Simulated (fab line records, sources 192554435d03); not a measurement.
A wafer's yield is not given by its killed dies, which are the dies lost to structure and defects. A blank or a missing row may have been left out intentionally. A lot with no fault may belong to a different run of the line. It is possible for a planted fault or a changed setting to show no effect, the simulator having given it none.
Struck lot and sound lot, side by side    flow n5_finfet    40 steps out of a route of 1938
Sound: these wafers, L728.1, L728.3, L728.4. Struck: wafers L737.1, L737.4 (left out: L737.3, a lot-mate that was not struck); the cause follows at the end.
Each step with rows lists, per side, the tool, then ch with its chambers, then its first start. Under that, the readings that differ: sound wafers    struck wafers    difference of the means    sigmas: that difference in standard deviations of wafers without a fault.
alike: same words and numbers on both sides, and readings whose means sit less than 2 such deviations apart. not compared: any withheld reading, any reading some wafer has no value for, any bound like >300 that may hide the same value, and any number with overlapping values for which the record gives no deviation.
The two part at a step that has a row with sigmas, a row that says differs or no value, or rows on one side only. Numbers that have no deviation but don't overlap get no sigmas and don't part them. A reading that every wafer of one side lacks parts them only if that side has two wafers or more.

first, 12 steps without rows for these wafers: N5_HKMG_FIN_ALD_91 (deposits TiN, target thk 1 nm, pulse time 1 s, purge time 3 s); N5_HKMG_FIN_COAT_85 (time 60 s, resist thk 300 nm); N5_HKMG_FIN_ETCH_86 (etches SOC in N2/H2, stops on TiN, target depth 393.2 nm); N5_HKMG_FIN_STRIP_89 (strips SOC in N2/H2, time 20 s); N5_HKMG_FIN_WET_ETCH_87 (etches TiN in SC1, time 154.2 s, target depth 4.7 nm, rinse time 30 s); N5_HKMG_FIN_STRIP_88 (strips in N2/H2, time 360 s); N5_HKMG_FIN_NWFM_ALD_20 (deposits TiAlC, target thk 2 nm, pulse time 3 s, purge time 2 s); N5_HKMG_FIN_ALD_71 (deposits TiN, target thk 1 nm, pulse time 1 s, purge time 3 s); N5_HKMG_FIN_COAT_66 (time 60 s, resist thk 300 nm); N5_HKMG_FIN_ETCH_67 (etches SOC in N2/H2, stops on TiN, target depth 388.9 nm); N5_HKMG_FIN_STRIP_90 (strips SOC in N2/H2, time 20 s); N5_HKMG_FIN_WET_ETCH_73 (etches the open film in SC1, time 42.3 s, target depth 1.3 nm, rinse time 30 s).
N5_HKMG_FIN_ETCHBACK_68: etches the open film in Cl2/Ar, stops on HfO2, target depth 0.5 nm.
  sound on rie_metal-01 ch 0,1, day 7 06:57; struck on rie_metal-01 ch 1, day 9 13:16
  alike: chamber_pressure_mTorr, drypump_motor_current_A, mfc_ar_sccm, oes_ar_750_au, oes_product_au, rf_fwd_power_W, throttle_valve_pct
  not compared: rf_hours_counter_h
then, 26 steps without rows for these wafers: N5_HKMG_FIN_STRIP_69 (strips in N2/H2, time 360 s); N5_HKMG_FIN_ALD_21 (deposits TiN, target thk 1.5 nm, pulse time 1 s, purge time 3 s); N5_HKMG_FIN_ALD_72 (deposits W, target thk 2 nm, pulse time 1 s, purge time 2 s); N5_HKMG_FIN_W_FILL_22 (material W, target thk 60 nm, time 18.2 s); N5_HKMG_FIN_PRECLEAN_83 (cleans in DIW, time 57.5 s); N5_HKMG_FIN_SRD_84 (dry time 32 s); N5_HKMG_FIN_CMP_23 (polishes, stops on SiNx, t overpolish 10 s, target thk 46.326 nm); N5_HKMG_FIN_CMP_94 (polishes, stops on SiNx, t overpolish 4.7 s, target thk 43.299 nm); N5_GATE_CUT_ETCHBACK_00 (etches W in SF6/Cl2); N5_GATE_CUT_ETCH_56 (etches TiN in Cl2/Ar, target depth 21.6 nm); N5_GATE_CUT_ETCHBACK_30 (etches TiN in Cl2/Ar, target depth 3 nm); N5_GATE_CUT_VAPOR_ETCH_60 (etches HfO2 in BCl3/Cl2); N5_GATE_CUT_ETCH_58 (etches SiNx in CH3F/O2, target depth 17 nm, time 128.6 s); N5_GATE_CUT_STRIP_59 (strips in N2/H2, time 20 s); N5_GATE_CUT_PRECLEAN_31 (cleans in DIW, time 300 s); N5_GATE_CUT_SRD_32 (time 30 s); N5_GATE_CUT_SAC_CAP_01 (material SiNx, target thk 24 nm, pulse time 1 s, ald cycles 480); N5_GATE_CUT_PECVD_57 (deposits SiNx from SiH4/NH3/N2, target thk 21 nm); N5_GATE_CUT_CMP_02 (polishes, stops on SiO2, t overpolish 12.7 s, target thk 0 nm); N5_GATE_CUT_HM_DEP_46 (deposits SiO2 from TEOS/O2, target thk 130 nm, time 26.6 s); N5_GATE_CUT_COAT_34 (time 60 s, resist thk 60 nm); N5_GATE_CUT_COAT_35 (time 60 s, resist thk 10 nm); N5_GATE_CUT_COAT_27 (time 60 s, resist thk 10 nm); N5_GATE_CUT_COAT_07 (resist thk 30 nm); N5_GATE_CUT_EBR_09; N5_GATE_CUT_SOFTBAKE_08 (time 60 s).
-- here the record skips 9 days between the struck wafers' starts before and after, leaving off in module GATE_CUT and picking up in module PASSIVATION (first step shown: number 1936 of the route) --
N5_PASSIVATION_PROBE_49:
  struck on prober-02, day 18 09:14; sound on prober-01, day 15 15:55
reading                   sound  struck     difference  sigmas
defect_limited_yield (%)  93.3   86.2 86.9  -6.7        -6
killed_at_front_end       28     108 93     +72         +7
killed_dies               79     163 155    +80         +6
killed_on_rim             6      28 24      +20         +5
sort_bin_5_function (%)   5.0    8.5 7.3    +2.9        +4
sort_bin_6_memory (%)     1.5    3.5 4.0    +2.2        +4
sort_n_pass               1101   1017 1025  -80         -6
sort_yield_pct (%)        93.3   86.2 86.9  -6.7        -6
  alike: killed_at_M0_to_M3, killed_at_M4_up, killed_at_contacts, killed_at_other, killed_open, killed_short

== WHERE THEY PART ==
Only at N5_PASSIVATION_PROBE_49, as far as this record shows.

WHY: whatever the simulator had introduced
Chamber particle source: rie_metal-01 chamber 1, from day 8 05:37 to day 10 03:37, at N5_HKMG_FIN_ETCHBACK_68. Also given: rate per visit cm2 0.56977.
